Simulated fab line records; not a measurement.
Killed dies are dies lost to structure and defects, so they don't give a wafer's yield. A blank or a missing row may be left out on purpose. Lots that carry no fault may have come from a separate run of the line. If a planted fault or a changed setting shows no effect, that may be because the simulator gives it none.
Which tool was responsible? / flow n5 finfet / Sampling: 8 lots, 24 wafers, 7 of 1938 route steps

WHAT THE GAUGES SHOWED, per wafer
N5_FIN_SAQP_CD_MEAS_27: the cd target is 20 nm. Usual: cd nm 20.29 nm, standard deviation 0.25.
lot=L563; measured=day 2 06:40; on=cd sem-03; cd nm (nm)=19.95 20.13 20.23; flag=
lot=L568; measured=day 3 16:45; on=cd sem-02; cd nm (nm)=- - -; flag=OFF
lot=L569; measured=day 3 22:45; on=cd sem-01; cd nm (nm)=- - -; flag=OFF
lot=L570; measured=day 4 02:07; on=cd sem-01; cd nm (nm)=- - -; flag=OFF
lot=L580; measured=day 6 12:26; on=cd sem-03; cd nm (nm)=20.32 20.02 20.26; flag=
lot=L582; measured=day 7 01:47; on=cd sem-01; cd nm (nm)=20.47 20.55 20.29; flag=
lot=L584; measured=day 7 13:31; on=cd sem-01; cd nm (nm)=20.16 19.83 20.13; flag=
lot=L585; measured=day 7 18:47; on=cd sem-03; cd nm (nm)=20.16 20.17 20.05; flag=

N5_BEOL_M4_RC_MEAS_101. Usual: DIBL_N 36.0 mV/V, standard deviation 1.9; DIBL_P 36.0 mV/V, standard deviation 2.1; IOFF_N 0.155 nA/um, standard deviation 0.029; IOFF_P 0.20 nA/um, standard deviation 0.032; ION_N 672 uA/um, standard deviation 11; ION_P 461 uA/um, standard deviation 6.9; SS_N 71.5 mV/dec, standard deviation 0.58; SS_P 73.2 mV/dec, standard deviation 0.64; VT_N 250.4 mV, standard deviation 2.9; VT_P -251.0 mV, standard deviation 2.8.
lot=L563; measured=day 8 17:25; on=prober-02; DIBL_N (mV/V)=36.5 34.5 34.4; DIBL_P (mV/V)=35.3 33.6 33.3; IOFF_N (nA/um)=0.129 0.114 0.112; IOFF_P (nA/um)=0.19 0.18 0.17; ION_N (uA/um)=654 672 666; ION_P (uA/um)=452 470 462; SS_N (mV/dec)=71.4 71.0 70.8; SS_P (mV/dec)=73.9 72.9 72.3; VT_N (mV)=254.5 254.6 254.9; VT_P (mV)=-251.4 -251.4 -253.8; flag=
lot=L580; measured=day 12 19:56; on=prober-02; DIBL_N (mV/V)=36.7 37.2 38.1; DIBL_P (mV/V)=37.7 38.2 40.4; IOFF_N (nA/um)=0.173 0.186 0.202; IOFF_P (nA/um)=0.23 0.24 0.28; ION_N (uA/um)=684 669 688; ION_P (uA/um)=470 460 475; SS_N (mV/dec)=71.7 71.4 72.0; SS_P (mV/dec)=73.8 74.2 74.6; VT_N (mV)=248.6 245.9 245.9; VT_P (mV)=-248.9 -247.8 -245.5; flag=
lot=L582; measured=day 13 15:59; on=prober-02; DIBL_N (mV/V)=38.0 36.2 38.5; DIBL_P (mV/V)=36.8 35.3 37.9; IOFF_N (nA/um)=0.169 0.148 0.187; IOFF_P (nA/um)=0.22 0.20 0.23; ION_N (uA/um)=676 673 679; ION_P (uA/um)=469 462 460; SS_N (mV/dec)=72.0 70.9 71.9; SS_P (mV/dec)=73.9 73.6 74.0; VT_N (mV)=249.1 250.4 246.4; VT_P (mV)=-247.3 -249.4 -247.4; flag=
lot=L584; measured=day 14 01:47; on=prober-01; DIBL_N (mV/V)=34.4 33.3 32.8; DIBL_P (mV/V)=35.1 33.1 33.0; IOFF_N (nA/um)=0.149 0.118 0.119; IOFF_P (nA/um)=0.19 0.15 0.16; ION_N (uA/um)=682 661 674; ION_P (uA/um)=466 450 462; SS_N (mV/dec)=71.6 71.0 70.4; SS_P (mV/dec)=73.0 72.6 72.9; VT_N (mV)=252.9 255.5 251.2; VT_P (mV)=-249.1 -255.7 -253.9; flag=
lot=L585; measured=day 13 23:31; on=prober-01; DIBL_N (mV/V)=37.5 35.8 38.0; DIBL_P (mV/V)=36.0 34.7 36.4; IOFF_N (nA/um)=0.179 0.147 0.173; IOFF_P (nA/um)=0.23 0.20 0.24; ION_N (uA/um)=672 678 657; ION_P (uA/um)=465 460 450; SS_N (mV/dec)=71.6 71.1 71.5; SS_P (mV/dec)=73.9 72.9 73.8; VT_N (mV)=248.6 251.6 248.6; VT_P (mV)=-246.8 -250.3 -252.1; flag=

EACH LOT AND THE TOOL THAT RAN IT (in order: tool; ch and the chambers of the sampled wafers; start)
lot=L563; N5_FIN_SAQP_PECVD_06=pecvd-04 ch 0,2, day 2 02:49; N5_FIN_SAQP_ETCH_51=rie diel-06 ch 1,2,3, day 2 03:23; N5_FIN_SAQP_MANDREL_ETCH_22=rie si-06 ch 0,1, day 2 03:38; N5_FIN_SAQP_SPACER1_ETCHBACK_25=rie diel-03 ch 0,1,3, day 2 06:28; N5_FIN_SAQP_MANDREL1_REMOVE_56=rie si-06 ch 0,1, day 2 06:34
lot=L568; N5_FIN_SAQP_PECVD_06=pecvd-01 ch 0,1,2, day 3 11:32; N5_FIN_SAQP_ETCH_51=rie diel-02 ch 2,3, day 3 13:43; N5_FIN_SAQP_MANDREL_ETCH_22=rie si-04 ch 0,2,3, day 3 14:04; N5_FIN_SAQP_SPACER1_ETCHBACK_25=rie diel-03 ch 2,3, day 3 16:33; N5_FIN_SAQP_MANDREL1_REMOVE_56=rie si-04 ch 0,1,2, day 3 16:38
lot=L569; N5_FIN_SAQP_PECVD_06=pecvd-04 ch 0,1,2, day 3 18:53; N5_FIN_SAQP_ETCH_51=rie diel-03 ch 2,3, day 3 19:38; N5_FIN_SAQP_MANDREL_ETCH_22=rie si-06 ch 1,3, day 3 19:53; N5_FIN_SAQP_SPACER1_ETCHBACK_25=rie diel-03 ch 0,1, day 3 22:33; N5_FIN_SAQP_MANDREL1_REMOVE_56=rie si-02 ch 1,2, day 3 22:38
lot=L570; N5_FIN_SAQP_PECVD_06=pecvd-03 ch 0,1,2, day 3 22:56; N5_FIN_SAQP_ETCH_51=rie diel-02 ch 0,3, day 3 23:31; N5_FIN_SAQP_MANDREL_ETCH_22=rie si-02 ch 1,3, day 3 23:46; N5_FIN_SAQP_SPACER1_ETCHBACK_25=rie diel-03 ch 0,3, day 4 01:56; N5_FIN_SAQP_MANDREL1_REMOVE_56=rie si-04 ch 0,2,3, day 4 02:01
lot=L580; N5_FIN_SAQP_PECVD_06=pecvd-04 ch 0,1,2, day 6 09:46; N5_FIN_SAQP_ETCH_51=rie diel-02 ch 0,2,3, day 6 10:28; N5_FIN_SAQP_MANDREL_ETCH_22=rie si-02 ch 0,2,3, day 6 10:43; N5_FIN_SAQP_SPACER1_ETCHBACK_25=rie diel-03 ch 0,2,3, day 6 12:15; N5_FIN_SAQP_MANDREL1_REMOVE_56=rie si-06 ch 0,1,2, day 6 12:20
lot=L582; N5_FIN_SAQP_PECVD_06=pecvd-01 ch 0,1,2, day 6 22:54; N5_FIN_SAQP_ETCH_51=rie diel-06 ch 0,1, day 6 23:29; N5_FIN_SAQP_MANDREL_ETCH_22=rie si-04 ch 0,1,2, day 6 23:44; N5_FIN_SAQP_SPACER1_ETCHBACK_25=rie diel-02 ch 0,1,2, day 7 01:35; N5_FIN_SAQP_MANDREL1_REMOVE_56=rie si-02 ch 1,2, day 7 01:40
lot=L584; N5_FIN_SAQP_PECVD_06=pecvd-03 ch 0,2, day 7 10:09; N5_FIN_SAQP_ETCH_51=rie diel-06 ch 0,1,2, day 7 10:51; N5_FIN_SAQP_MANDREL_ETCH_22=rie si-04 ch 0,2,3, day 7 11:06; N5_FIN_SAQP_SPACER1_ETCHBACK_25=rie diel-06 ch 0,1,3, day 7 13:19; N5_FIN_SAQP_MANDREL1_REMOVE_56=rie si-06 ch 0,1,2, day 7 13:25
lot=L585; N5_FIN_SAQP_PECVD_06=pecvd-04 ch 0,2, day 7 16:07; N5_FIN_SAQP_ETCH_51=rie diel-03 ch 1,3, day 7 16:49; N5_FIN_SAQP_MANDREL_ETCH_22=rie si-04 ch 1,2, day 7 17:04; N5_FIN_SAQP_SPACER1_ETCHBACK_25=rie diel-03 ch 0,3, day 7 18:35; N5_FIN_SAQP_MANDREL1_REMOVE_56=rie si-06 ch 0,2, day 7 18:40
- N5_FIN_SAQP_PECVD_06: deposits a-Si from SiH4/He, target thk 60 nm, time 48.1 s.
- N5_FIN_SAQP_ETCH_51: etches SiARC in CF4, target depth 45.5 nm, time 75.8 s.
- N5_FIN_SAQP_MANDREL_ETCH_22: etches a-Si in HBr/Cl2, stops on SiNx, target depth 60 nm, bt time 10 s, time 30 s.
- N5_FIN_SAQP_SPACER1_ETCHBACK_25: etches SiO2 in CHF3/O2, target depth 24.4 nm, time 12.2 s.
- N5_FIN_SAQP_MANDREL1_REMOVE_56: chemistry HBr/Cl2/O2, target a-Si, stops on SiNx, bt time 10 s.

AS READ BY THE TOOLS THEMSELVES (means over the sampled wafers that have a number; for cases with no such wafer, the mark the record gives instead)
N5_FIN_SAQP_PECVD_06. Usual: heater power w 834 W, standard deviation 130; showerhead plenum p Torr 5.68 Torr, standard deviation 0.051; throttle valve pct 17.8 %, standard deviation 0.74.
lot=L563; tool=pecvd-04; heater power w (W)=769; showerhead plenum p Torr (Torr)=5.64; throttle valve pct (%)=17.8; flag=
lot=L568; tool=pecvd-01; heater power w (W)=968; showerhead plenum p Torr (Torr)=5.68; throttle valve pct (%)=17.8; flag=
lot=L569; tool=pecvd-04; heater power w (W)=763; showerhead plenum p Torr (Torr)=5.66; throttle valve pct (%)=17.9; flag=
lot=L570; tool=pecvd-03; heater power w (W)=839; showerhead plenum p Torr (Torr)=5.72; throttle valve pct (%)=17.6; flag=
lot=L580; tool=pecvd-04; heater power w (W)=772; showerhead plenum p Torr (Torr)=5.66; throttle valve pct (%)=18.0; flag=
lot=L582; tool=pecvd-01; heater power w (W)=917; showerhead plenum p Torr (Torr)=5.68; throttle valve pct (%)=18.0; flag=
lot=L584; tool=pecvd-03; heater power w (W)=931; showerhead plenum p Torr (Torr)=5.73; throttle valve pct (%)=17.0; flag=
lot=L585; tool=pecvd-04; heater power w (W)=743; showerhead plenum p Torr (Torr)=5.64; throttle valve pct (%)=18.0; flag=

N5_FIN_SAQP_ETCH_51. Usual: bias w 36.00 W, standard deviation 0.11; cf4 flow sccm 100.08 sccm, standard deviation 0.29; drypump motor current A 5.6 A, standard deviation 0.43; etch rf on time s 76.4 s, standard deviation 1.8; oes product au 0.70 a.u., standard deviation 0.071; rf vpp V 184.3 V, standard deviation 1; showerhead plenum p Torr 2.17 Torr, standard deviation 0.057; throttle valve pct 15.5 %, standard deviation 0.31.
lot=L563; tool=rie diel-06; bias w (W)=35.93; cf4 flow sccm (sccm)=99.92; drypump motor current A (A)=5.6; etch rf on time s (s)=75.8; oes product au (a.u.)=0.71; rf vpp V (V)=183.5; showerhead plenum p Torr (Torr)=2.11; throttle valve pct (%)=15.6; flag=
lot=L568; tool=rie diel-02; bias w (W)=36.04; cf4 flow sccm (sccm)=99.98; drypump motor current A (A)=5.3; etch rf on time s (s)=76.9; oes product au (a.u.)=0.65; rf vpp V (V)=184.5; showerhead plenum p Torr (Torr)=2.19; throttle valve pct (%)=15.8; flag=
lot=L569; tool=rie diel-03; bias w (W)=35.97; cf4 flow sccm (sccm)=99.92; drypump motor current A (A)=5.9; etch rf on time s (s)=75.8; oes product au (a.u.)=0.64; rf vpp V (V)=185.0; showerhead plenum p Torr (Torr)=2.17; throttle valve pct (%)=15.4; flag=
lot=L570; tool=rie diel-02; bias w (W)=36.05; cf4 flow sccm (sccm)=99.51; drypump motor current A (A)=5.4; etch rf on time s (s)=77.9; oes product au (a.u.)=0.66; rf vpp V (V)=185.2; showerhead plenum p Torr (Torr)=2.19; throttle valve pct (%)=15.7; flag=
lot=L580; tool=rie diel-02; bias w (W)=35.93; cf4 flow sccm (sccm)=100.22; drypump motor current A (A)=5.3; etch rf on time s (s)=76.9; oes product au (a.u.)=0.70; rf vpp V (V)=184.4; showerhead plenum p Torr (Torr)=2.16; throttle valve pct (%)=15.7; flag=
lot=L582; tool=rie diel-06; bias w (W)=35.87; cf4 flow sccm (sccm)=100.12; drypump motor current A (A)=5.3; etch rf on time s (s)=75.2; oes product au (a.u.)=0.68; rf vpp V (V)=183.7; showerhead plenum p Torr (Torr)=2.07; throttle valve pct (%)=15.7; flag=
lot=L584; tool=rie diel-06; bias w (W)=36.09; cf4 flow sccm (sccm)=100.16; drypump motor current A (A)=5.5; etch rf on time s (s)=76.1; oes product au (a.u.)=0.70; rf vpp V (V)=183.0; showerhead plenum p Torr (Torr)=2.08; throttle valve pct (%)=15.6; flag=
lot=L585; tool=rie diel-03; bias w (W)=35.98; cf4 flow sccm (sccm)=100.29; drypump motor current A (A)=6.0; etch rf on time s (s)=75.5; oes product au (a.u.)=0.69; rf vpp V (V)=184.1; showerhead plenum p Torr (Torr)=2.16; throttle valve pct (%)=15.3; flag=

N5_FIN_SAQP_MANDREL_ETCH_22. Usual: HBr_flow_sccm 150.0 sccm, standard deviation 0.45; bias w 75.00 W, standard deviation 0.2; drypump motor current A 5.6 A, standard deviation 0.35; oes product au 0.766 a.u., standard deviation 0.013; throttle valve pct 35.4 %, standard deviation 0.31.
lot=L563; tool=rie si-06; HBr_flow_sccm (sccm)=150.1; bias w (W)=74.83; drypump motor current A (A)=5.5; oes product au (a.u.)=0.764; throttle valve pct (%)=35.2; flag=
lot=L568; tool=rie si-04; HBr_flow_sccm (sccm)=-; bias w (W)=-; drypump motor current A (A)=-; oes product au (a.u.)=-; throttle valve pct (%)=-; flag=OFF
lot=L569; tool=rie si-06; HBr_flow_sccm (sccm)=-; bias w (W)=-; drypump motor current A (A)=-; oes product au (a.u.)=-; throttle valve pct (%)=-; flag=OFF
lot=L570; tool=rie si-02; HBr_flow_sccm (sccm)=-; bias w (W)=-; drypump motor current A (A)=-; oes product au (a.u.)=-; throttle valve pct (%)=-; flag=OFF
lot=L580; tool=rie si-02; HBr_flow_sccm (sccm)=149.9; bias w (W)=74.91; drypump motor current A (A)=5.6; oes product au (a.u.)=0.758; throttle valve pct (%)=35.6; flag=
lot=L582; tool=rie si-04; HBr_flow_sccm (sccm)=150.3; bias w (W)=74.88; drypump motor current A (A)=5.7; oes product au (a.u.)=0.775; throttle valve pct (%)=35.5; flag=
lot=L584; tool=rie si-04; HBr_flow_sccm (sccm)=150.0; bias w (W)=75.08; drypump motor current A (A)=6.0; oes product au (a.u.)=0.763; throttle valve pct (%)=35.6; flag=
lot=L585; tool=rie si-04; HBr_flow_sccm (sccm)=149.7; bias w (W)=75.21; drypump motor current A (A)=5.8; oes product au (a.u.)=0.773; throttle valve pct (%)=35.4; flag=

N5_FIN_SAQP_SPACER1_ETCHBACK_25. Usual: O2_flow_sccm 5.000 sccm, standard deviation 0.014; drypump motor current A 5.6 A, standard deviation 0.46; oes product au 0.82 a.u., standard deviation 0.084; rf vpp V 525 V, standard deviation 11; showerhead plenum p Torr 2.43 Torr, standard deviation 0.066; throttle valve pct 18.8 %, standard deviation 0.3.
lot=L563; tool=rie diel-03; O2_flow_sccm (sccm)=4.987; drypump motor current A (A)=5.8; oes product au (a.u.)=0.82; rf vpp V (V)=531; showerhead plenum p Torr (Torr)=2.49; throttle valve pct (%)=18.6; flag=
lot=L568; tool=rie diel-03; O2_flow_sccm (sccm)=4.991; drypump motor current A (A)=5.7; oes product au (a.u.)=0.27; rf vpp V (V)=519; showerhead plenum p Torr (Torr)=2.46; throttle valve pct (%)=18.7; flag=OFF
lot=L569; tool=rie diel-03; O2_flow_sccm (sccm)=4.984; drypump motor current A (A)=5.7; oes product au (a.u.)=0.35; rf vpp V (V)=538; showerhead plenum p Torr (Torr)=2.52; throttle valve pct (%)=18.3; flag=OFF
lot=L570; tool=rie diel-03; O2_flow_sccm (sccm)=5.017; drypump motor current A (A)=5.7; oes product au (a.u.)=0.32; rf vpp V (V)=529; showerhead plenum p Torr (Torr)=2.50; throttle valve pct (%)=18.3; flag=OFF
lot=L580; tool=rie diel-03; O2_flow_sccm (sccm)=5.012; drypump motor current A (A)=5.7; oes product au (a.u.)=0.84; rf vpp V (V)=524; showerhead plenum p Torr (Torr)=2.47; throttle valve pct (%)=18.5; flag=
lot=L582; tool=rie diel-02; O2_flow_sccm (sccm)=4.997; drypump motor current A (A)=5.2; oes product au (a.u.)=0.83; rf vpp V (V)=515; showerhead plenum p Torr (Torr)=2.39; throttle valve pct (%)=19.0; flag=
lot=L584; tool=rie diel-06; O2_flow_sccm (sccm)=4.998; drypump motor current A (A)=5.9; oes product au (a.u.)=0.81; rf vpp V (V)=527; showerhead plenum p Torr (Torr)=2.37; throttle valve pct (%)=19.0; flag=
lot=L585; tool=rie diel-03; O2_flow_sccm (sccm)=5.010; drypump motor current A (A)=5.7; oes product au (a.u.)=0.82; rf vpp V (V)=529; showerhead plenum p Torr (Torr)=2.49; throttle valve pct (%)=18.4; flag=

N5_FIN_SAQP_MANDREL1_REMOVE_56. Usual: O2_flow_sccm 5.000 sccm, standard deviation 0.015; drypump motor current A 5.6 A, standard deviation 0.39; oes product au 0.997 a.u., standard deviation 0.016; throttle valve pct 36.8 %, standard deviation 0.3.
lot=L563; tool=rie si-06; O2_flow_sccm (sccm)=4.995; drypump motor current A (A)=5.5; oes product au (a.u.)=1.001; throttle valve pct (%)=36.5; flag=
lot=L568; tool=rie si-04; O2_flow_sccm (sccm)=4.998; drypump motor current A (A)=5.7; oes product au (a.u.)=1.009; throttle valve pct (%)=36.9; flag=
lot=L569; tool=rie si-02; O2_flow_sccm (sccm)=4.998; drypump motor current A (A)=5.6; oes product au (a.u.)=0.987; throttle valve pct (%)=36.9; flag=
lot=L570; tool=rie si-04; O2_flow_sccm (sccm)=4.995; drypump motor current A (A)=6.0; oes product au (a.u.)=0.995; throttle valve pct (%)=36.9; flag=
lot=L580; tool=rie si-06; O2_flow_sccm (sccm)=5.014; drypump motor current A (A)=5.5; oes product au (a.u.)=0.998; throttle valve pct (%)=36.5; flag=
lot=L582; tool=rie si-02; O2_flow_sccm (sccm)=4.990; drypump motor current A (A)=5.4; oes product au (a.u.)=0.992; throttle valve pct (%)=36.9; flag=
lot=L584; tool=rie si-06; O2_flow_sccm (sccm)=5.005; drypump motor current A (A)=5.5; oes product au (a.u.)=0.999; throttle valve pct (%)=36.5; flag=
lot=L585; tool=rie si-06; O2_flow_sccm (sccm)=4.983; drypump motor current A (A)=5.5; oes product au (a.u.)=0.993; throttle valve pct (%)=36.3; flag=

THE ANSWER, worked out from the rows above alone
Rule: lot off if the mean of its wafers having a number is beyond 3 standard deviations from the usual mean. A lot without any number at a reading at which 4 lots or more have one is off too. Where the step has rows for the other lots, those lots are counted as sound. Order of review: gauges by route order, followed by the tools' own readings, for which a lot's mean as printed above is used. The first step at which some lot is off is used, and at that step the reading that is off furthest; a lot without a number counts as furthest.
Off: L568, L569, L570 (N5_FIN_SAQP_CD_MEAS_27, cd nm). Without a number there: L568, L569, L570.
A tool fits if, at a process step before that reading, it ran every lot that is off, and no sound lot after the first of them. The gauges at N5_FIN_SAQP_CD_MEAS_27 aren't tried: what is off there is off at N5_FIN_SAQP_MANDREL_ETCH_22 too, on other tools, and a gauge's error can't cause that. No candidate that was tried fits.

WHAT WAS PUT IN BY THE SIMULATOR
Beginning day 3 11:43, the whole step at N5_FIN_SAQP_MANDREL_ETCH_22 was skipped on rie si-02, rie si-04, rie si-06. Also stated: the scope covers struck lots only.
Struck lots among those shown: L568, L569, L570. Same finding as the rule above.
